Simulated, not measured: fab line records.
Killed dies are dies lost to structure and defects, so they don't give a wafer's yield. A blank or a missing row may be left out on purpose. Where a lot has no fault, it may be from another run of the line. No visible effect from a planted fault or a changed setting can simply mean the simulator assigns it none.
fab line records    flow nandHarc
[record] lots = 6  wafers = 18  lastDay = 24
route steps=1159 shown P_GATE@215 P_CONTACT@217 END@1159
lots that met no fault: from a run of the same line without faults
startH: the number of hours between the record's first day and the start of the first shown wafer of the lot    waitH: hours elapsed since this lot's preceding step    " identical to the entry in the row above    L1.1+2: a row that stands for several wafers    - no value, or no start given    * or withheld: withheld    < > ~ a bound
route shown NAME@n: names a module that has steps shown in the file, with the first one's number in the route    usual: mean/standard deviation taken from wafers without a fault    same: alike in all rows    chamber/n: place in a boat    sites: the reading at each site    _std_site: how widely they spread, as a standard deviation    _edge_site: outer sites' mean less inner sites'    radiusMm: for every site, how far away it sits from the centre of the wafer    mask NAME#n: copy n    behind: tool/chamber where the wafer was last shaped    hold: why the lot went on hold/how many hours it stayed there/how the hold came to an end    device: names the non-switching transistor (n, p or np)    end of line: the tests these same wafers got at the end of their route    a step without rows: its recipe alone    killed: dies that structure and defects cost at the first sort, which is not the same as the wafer's yield    map: a wafer's dies, x killed, . not, _ none there
set.NAME: the run value of the setting; set.NAME@STEP: its run value at that earlier step    model.NAME: the simulator's own value behind a step, which no gauge read
lots at selected steps of the route; one table per step, one row per wafer
services: the hour from which a tool's chamber was out of use, counted from the record's first day as startH (under 0 if before that day), plus the number of hours and why
[[steps]]
[step NHARC_P_GATE_RTA_82]
[recipe] tempC = 450  timeS = 30
[usual] lampPowerPct = 3.7/0.37  lamp_zone_6_pct = 3.7/0.37  wafer_temp_C_max = 452.3/0.45
[same] timeS = 30
lot.wafer  tool          chamber  startH  waitH  lampPowerPct  lamp_zone_6_pct  wafer_temp_C_max
L579.1     rtpAnneal-01  0        148.80  -      4.2           4.1              452.6
L579.5     "             0        "       "      4.1           4.1              452.2
L579.6     "             0        "       "      4.1           4.1              453.1
L580.1     rtpAnneal-02  0        154.84  -      3.4           3.4              451.7
L580.4     "             0        "       "      3.4           3.4              451.6
L580.6     "             0        "       "      3.4           3.4              452.1
L585.3     rtpAnneal-02  0        190.71  -      3.4           3.4              451.7
L585.4     "             0        "       "      3.4           3.4              452.4
L585.5     "             0        "       "      3.4           3.4              453.1
L587.1     rtpAnneal-01  0        198.67  -      4.1           4.1              453.0
L587.3     "             0        "       "      4.1           4.1              452.7
L587.4     "             0        "       "      4.1           4.1              452.7
L595.1     rtpAnneal-02  0        240.71  -      3.4           3.4              452.4
L595.4     "             0        "       "      3.4           3.4              451.3
L595.5     "             0        "       "      3.4           3.4              452.0
L594.2     rtpAnneal-01  0        241.51  -      4.1           4.1              452.6
L594.5     "             0        "       "      4.2           4.1              452.4
L594.6     "             0        "       "      4.1           4.1              453.0
[step NHARC_P_GATE_INSPECT_68]
[usual] rawDefectCount = 208/96
lot.wafer  tool              chamber  startH  waitH  rawDefectCount
L579.1     defectInspect-02  -        149.00  0.2    123
L579.5     "                 -        "       "      152
L579.6     "                 -        "       "      129
L580.1     defectInspect-01  -        155.04  0.2    240
L580.4     "                 -        "       "      202
L580.6     "                 -        "       "      211
L585.3     defectInspect-01  -        190.86  0.1    202
L585.4     "                 -        "       "      152
L585.5     "                 -        "       "      134
L587.1     defectInspect-01  -        198.86  0.2    166
L587.3     "                 -        "       "      166
L587.4     "                 -        "       "      121
L595.1     defectInspect-01  -        240.91  0.2    345
L595.4     "                 -        "       "      209
L595.5     "                 -        "       "      137
L594.2     defectInspect-02  -        241.68  0.1    284
L594.5     "                 -        "       "      106
L594.6     "                 -        "       "      201
[step NHARC_P_CONTACT_DEP_30]
[recipe] targetThkA = 300  tempC = 400  targetThkNm = 30  flowSccm = 200  rfW = 450  material = SiNx
[usual] heaterPowerW = 684/82
lot.wafer  tool      chamber  startH  waitH  heaterPowerW
L579.1     pecvd-01  2        149.07  0.1    722
L579.6     "         2        "       "      727
L579.5     "         1        "       "      640
L580.1     pecvd-04  0        155.19  0.1    634
L580.4     "         2        "       "      578
L580.6     "         1        "       "      819
L585.3     pecvd-01  2        191.00  0.1    734
L585.5     "         0        "       "      777
L585.4     "         1        "       "      641
L587.1     pecvd-01  1        198.97  0.1    743
L587.3     "         2        "       "      747
L587.4     "         2        "       "      762
L595.1     pecvd-02  0        241.01  0.1    633
L595.4     "         0        "       "      638
L595.5     "         1        "       "      571
L594.2     pecvd-02  2        241.75  0.1    563
L594.6     "         2        "       "      568
L594.5     "         0        "       "      702
[step NHARC_P_CONTACT_DEP_00]
[recipe] targetThkA = 5000  tempC = 400  pressureTorr = 6.5  rfW = 900  teosFlowSccm = 161.4  flowSccm = 2650  targetThkNm = 500  gas = O2  material = SiO2
[usual] heaterPowerW = 533/94  throttleValvePct = 15.4/0.4
lot.wafer  tool      chamber  startH  waitH  heaterPowerW  throttleValvePct
L579.1     pecvd-01  2        -       -      592           14.9
L579.6     "         2        "       "      593           15.1
L579.5     "         1        "       "      521           15.5
L580.1     pecvd-04  0        -       -      502           15.9
L580.4     "         2        "       "      483           16.1
L580.6     "         1        "       "      551           15.2
L585.3     pecvd-01  2        -       -      486           14.8
L585.5     "         0        "       "      661           15.1
L585.4     "         1        "       "      602           15.3
L587.1     pecvd-01  1        -       -      500           15.0
L587.3     "         2        "       "      524           15.0
L587.4     "         2        "       "      553           14.8
L595.1     pecvd-02  0        -       -      575           15.4
L595.4     "         0        "       "      424           15.5
L595.5     "         1        "       "      428           15.1
L594.2     pecvd-02  2        -       -      494           15.8
L594.6     "         2        "       "      504           16.1
L594.5     "         0        "       "      554           15.5
[step NHARC_P_CONTACT_CMP_01]
[recipe] targetThkNm = 200  material = SiO2
[usual] motorCurrentA = 12.2/1.3
lot.wafer  tool    chamber  startH  waitH  motorCurrentA
L579.1     cmp-03  0        149.85  -      11.2
L579.5     "       1        "       "      11.0
L579.6     "       2        "       "      11.6
L580.4     cmp-03  1        155.88  -      11.3
L580.1     "       2        "       "      12.1
L580.6     "       1        "       "      11.4
L585.4     cmp-03  1        191.66  -      11.4
L585.3     "       3        "       "      12.0
L585.5     "       0        "       "      11.5
L587.1     cmp-01  3        199.67  -      9.4
L587.3     "       0        "       "      14.2
L587.4     "       1        "       "      12.5
L595.4     cmp-01  1        241.68  -      12.0
L595.1     "       2        "       "      13.5
L595.5     "       1        "       "      12.1
L594.2     cmp-01  2        242.51  -      13.6
L594.6     "       0        "       "      14.5
L594.5     "       1        "       "      12.4
[step NHARC_P_CONTACT_SRD_03]
[step NHARC_P_CONTACT_DEHYDRATE_04]
[recipe] tempC = 150  timeS = 120
[step NHARC_P_CONTACT_HMDS_05]
[recipe] timeS = 30
[step NHARC_P_CONTACT_COAT_33]
[recipe] tempC = 260  timeS = 75
[step NHARC_P_CONTACT_COAT_34]
[recipe] tempC = 225  timeS = 65
[step NHARC_P_CONTACT_COAT_06]
[recipe] spinRpm = 1500  resistThkNm = 90
[step NHARC_P_CONTACT_SOFTBAKE_07]
[recipe] tempC = 105  timeS = 55
[usual] chillPlateTempC = 23.02/0.1  heaterPowerTotalW = 188.46/0.15  plateTempC = 105.03/0.12
lot.wafer  tool           chamber  startH  waitH  chillPlateTempC  heaterPowerTotalW  plateTempC
L579.1     lithoTrack-06  0        150     -      22.95            188.32             105.05
L579.5     "              0        "       "      23.00            188.65             104.69
L579.6     "              0        "       "      22.98            188.35             105.13
L580.1     lithoTrack-06  0        156     -      23.21            188.44             104.98
L580.4     "              0        "       "      23.09            188.43             104.89
L580.6     "              0        "       "      23.34            188.75             105.16
L585.3     lithoTrack-06  0        192     -      22.95            202.14             -
L585.4     "              0        "       "      23.18            188.38             105.31
L585.5     "              0        "       "      22.99            188.38             105.09
L587.1     lithoTrack-06  0        200     -      23.01            188.56             104.89
L587.3     "              0        "       "      23.11            202.22             -
L587.4     "              0        "       "      23.07            188.34             104.86
L595.1     lithoTrack-04  0        242     -      23.10            188.32             105.19
L595.4     "              0        "       "      22.89            188.30             105.09
L595.5     "              0        "       "      22.94            188.48             104.99
L594.2     lithoTrack-04  0        242     -      22.88            188.44             105.05
L594.5     "              0        "       "      22.96            188.38             104.91
L594.6     "              0        "       "      23.13            188.34             105.01
[step NHARC_P_CONTACT_EBR_08]
[step NHARC_END_SORT_01]
[recipe] tempC = 25
[usual] killedAtArray = 29/11  killedAtOther = 0.5/0.89  killedAtPeriphery = 3.3/2  killedDies = 32/11  killedOpen = 3.1/1.9  killedShort = 2.3/1.6
[same] grossDies = 677
lot.wafer  tool       chamber  startH  waitH  killedAtArray  killedAtOther  killedAtPeriphery  killedDies  killedOpen  killedShort
L587.1     prober-02  0        529.97  2.5    21             0              0                  21          1           3
L587.3     prober-02  0        531.56  3.1    25             0              4                  29          3           9
L587.4     prober-02  0        532.36  3.4    24             0              3                  27          2           5
L585.3     prober-01  0        540.33  3.1    37             0              0                  37          3           2
L585.4     prober-01  0        541.12  3.4    35             0              2                  37          4           3
L585.5     prober-01  0        541.92  3.7    20             0              3                  23          1           1
// killed by level:class
L587.1 A_CHANNEL_HOLE_D1:chamberFilmFlake=8 A_STAIRCASE:chamberFilmFlake=3 A_BLC:chamberFilmFlake=3 A_CONTACT:chamberFilmFlake=2 A_CHANNEL_FILL_D1:geometricParticle:short=1 A_SLIT:geometricParticle:open=1 A_CONTACT:geometricParticle:short=1 A_M1:geometricParticle:short=1
L587.3 A_CHANNEL_HOLE_D1:chamberFilmFlake=6 A_CONTACT:chamberFilmFlake=5 P_M0:geometricParticle:short=3 A_WL_FILL:geometricParticle:short=2 A_STAIRCASE:chamberFilmFlake=2 A_BLC:chamberFilmFlake=2 P_GATE:geometricParticle:short=1 A_ONON_D1:geometricParticle:short=1
L587.4 A_BLC:chamberFilmFlake=7 A_CHANNEL_HOLE_D1:chamberFilmFlake=6 A_WL_FILL:geometricParticle:short=3 A_CONTACT:chamberFilmFlake=3 A_WL_FILL:chamberFilmFlake=2 P_GATE:geometricParticle:short=1 P_GATE:geometricParticle:open=1 A_CONTACT:geometricParticle:open=1
L585.3 A_CHANNEL_HOLE_D1:chamberFilmFlake=20 A_WL_FILL:chamberFilmFlake=3 A_CONTACT:chamberFilmFlake=3 A_STAIRCASE:chamberFilmFlake=2 A_CHANNEL_HOLE_D1:geometricParticle:short=1 A_CHANNEL_HOLE_D1:geometricParticle:open=1 A_SGD_CUT:geometricParticle:open=1 A_WL_FILL:geometricParticle:short=1
L585.4 A_CHANNEL_HOLE_D1:chamberFilmFlake=21 A_CONTACT:chamberFilmFlake=4 A_CONTACT:geometricParticle:open=3 P_CONTACT:geometricParticle:short=1 A_SGD_CUT:geometricParticle:open=1 A_SGD_CUT:geometricParticle:short=1 A_WL_FILL:geometricParticle:short=1 P_ZERO_WELL:chamberFilmFlake=1
L585.5 A_CHANNEL_HOLE_D1:chamberFilmFlake=12 A_CONTACT:chamberFilmFlake=3 P_ZERO_WELL:chamberFilmFlake=2 A_BLC:chamberFilmFlake=2 P_M0:geometricParticle:open=1 A_WL_FILL:geometricParticle:short=1 A_CHANNEL_FILL_D1:chamberFilmFlake=1 A_SLIT:chamberFilmFlake=1
[[services]]
tool           chamber  startH  hours  kind
cmp-03         -        126.11  3.4    repair
cmp-01         -        128.62  0.5    repair
lithoTrack-04  -        141.00  7.0    pm
pecvd-02       -        153.00  13.0   pm
pecvd-02       0        153.00  13.0   ventCycle
pecvd-02       1        153.00  13.0   ventCycle
pecvd-02       2        153.00  13.0   ventCycle
cmp-03         -        157.70  4.0    pm
cmp-03         -        161.70  -      consumableReplace:conditioner
cmp-03         -        161.70  -      consumableReplace:pad
pecvd-01       -        162.90  1.1    repair
pecvd-02       0        166.00  -      clean
pecvd-02       1        166.00  -      clean
pecvd-02       2        166.00  -      clean
cmp-03         -        175.02  2.9    repair
cmp-01         -        179.63  4.0    pm
cmp-01         -        183.63  -      consumableReplace:conditioner
cmp-03         -        189.99  1.3    repair
pecvd-04       -        195.14  13.0   pm
cmp-03         -        235.58  1.7    repair
pecvd-01       -        237.23  13.0   pm
pecvd-01       0        237.23  13.0   ventCycle
pecvd-01       1        237.23  13.0   ventCycle
pecvd-01       2        237.23  13.0   ventCycle
[[key]]
[firstSign] step = NHARC_P_CONTACT_SOFTBAKE_07  reading = heaterPowerTotalW  direction = up  sigmas = 94  usual = *  struck = *
effect none on later readings
metAt NHARC_P_CONTACT_SOFTBAKE_07
struckWafers L585.3,L587.3
testerLeftOut L585,L587
onsetBetween 156 192
[fault] kind = processParameterDrift  tool = lithoTrack-06  chamber = -  onsetH = 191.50  steps = NHARC_P_CONTACT_SOFTBAKE_07  channel = timeS  offset = *  shape = step  endH = 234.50  scope = struckWafersOnly  actsIn = *  stated = *
// testerLeftOut: of these lots the tester's yield and bins aren't shown, on N5 and GAA mostly nor the transistor test; their killed dies are dies lost to structure and defects alone, not to doping, threshold or leakage, so they don't give the yield
